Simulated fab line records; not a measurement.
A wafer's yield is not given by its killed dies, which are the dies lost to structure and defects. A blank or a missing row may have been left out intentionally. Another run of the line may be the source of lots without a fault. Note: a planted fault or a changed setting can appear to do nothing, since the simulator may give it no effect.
Matching of chambers    flow nand harc    NHARC_A_STAIRCASE_DEP_280 on pecvd-03 has 3 sister chambers
The step deposits SiON, target thk 30 nm. 14 wafers are shown with their chamber, then 7 later ones without.

## WAFERS WITH THEIR CHAMBER
wafer   chamber  heater power w (W)  rf fwd power W (W)
L077.3  1        918                 347.8
L077.5  1        937                 348.8
L077.6  0        724                 348.7
L079.1  1        947                 346.4
L079.5  2        725                 347.6
L079.6  0        703                 350.0
L081.1  0        797                 348.4
L081.4  2        661                 347.7
L081.6  0        807                 348.6
L082.1  0        712                 348.3
L082.3  2        755                 349.2
L082.4  0        751                 348.4
L083.2  2        717                 351.6
L083.5  2        746                 349.6

SIGNATURES (means of the wafers above)
reading         chamber 0  chamber 1  chamber 2  scatter within a chamber
heater power w  749.00     934.00     720.80     37.7
rf fwd power W  348.733    347.667    349.140    1.19
Rule: a wafer's distance from a chamber is the root of the sum, over the readings, of the square of ((its reading less the chamber's mean) divided by the reading's scatter). The wafer belongs to the nearest chamber; if the next one is less than 2 further off, it can't be placed. How the scatter is found: for the shown wafers, subtract from each reading the mean of its chamber, square and add these, divide the total by (wafers less chambers), then take the root.

## WAFERS WHOSE CHAMBER IS MISSING
wafer   heater power w (W)  rf fwd power W (W)
L083.6  696                 348.0
L090.1  719                 349.0
L090.3  924                 348.3
L090.5  690                 348.0
L095.1  831                 348.9
L095.4  838                 349.1
L095.6  571                 349.6

## WHICH CHAMBER EACH ONE RAN IN
wafer   from the rows above           in truth
L083.6  can't be placed: 2 or 0       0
L090.1  can't be placed: 2 or 0       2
L090.3  1                             1
L090.5  can't be placed: 2 or 0       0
L095.1  can't be placed: 0 or 1 or 2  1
L095.4  can't be placed: 0 or 1 or 2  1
L095.6  can't be placed: 2 or 0       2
Correct placement for 1 of the 7. Cannot be placed on the basis of these rows: 6; the candidates contain the true chamber in 6. 0 placed wrongly.
